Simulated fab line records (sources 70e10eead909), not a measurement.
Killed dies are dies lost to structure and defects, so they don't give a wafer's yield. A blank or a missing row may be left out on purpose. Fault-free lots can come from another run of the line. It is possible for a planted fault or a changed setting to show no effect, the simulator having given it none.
Matching of chambers	flow nandHarc	NHARC_P_GATE_ALD_36 on aldSin-04 has 4 sister chambers
The step deposits SiNx, target thk 20 nm, pulse time 60 s, ald cycles 223. 8 wafers are shown with their chamber, then 9 later ones without.

== WAFERS, EACH WITH ITS CHAMBER ==
wafer	chamber	heaterPowerOuterW (W)	heaterPowerW (W)
L079.5	0	469	839
L083.2	3	493	796
L084.2	1	648	994
L084.1	2	562	904
L084.5	3	483	802
L087.2	0	472	843
L087.4	1	657	979
L087.1	2	571	923

== WAFERS WITHOUT THEIR CHAMBER ==
wafer	heaterPowerOuterW (W)	heaterPowerW (W)
L089.2	495	787
L089.4	486	823
L089.6	493	777
L093.2	455	789
L093.4	569	898
L093.1	508	813
L096.4	474	822
L096.2	616	943
L096.5	631	906

== WHICH CHAMBER EACH ONE RAN IN ==
wafer	from the rows above	in truth
L089.2	3	3
L089.4	can't be placed: 3 or 0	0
L089.6	3	3
L093.2	can't be placed: 3 or 0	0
L093.4	2	2
L093.1	3	3
L096.4	can't be placed: 0 or 3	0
L096.2	can't be placed: 1 or 2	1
L096.5	can't be placed: 1 or 2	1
4 of 9 placed correctly. Can't be placed from these rows: 5 (the true chamber is among the candidates in 5). Number placed wrongly: 0.
How it was worked out, from the rows above alone: a wafer's distance from a chamber is the root of the sum, over the readings, of the square of ((its reading less the chamber's mean) divided by the reading's scatter). The wafer belongs to the nearest chamber; if the next one is less than 2 further off, it can't be placed. For every chamber, the mean is computed from those of its wafers that are shown. The scatter is the square root of a quotient: the sum, over the shown wafers, of each reading's squared deviation from its chamber's mean, divided by wafers minus chambers.
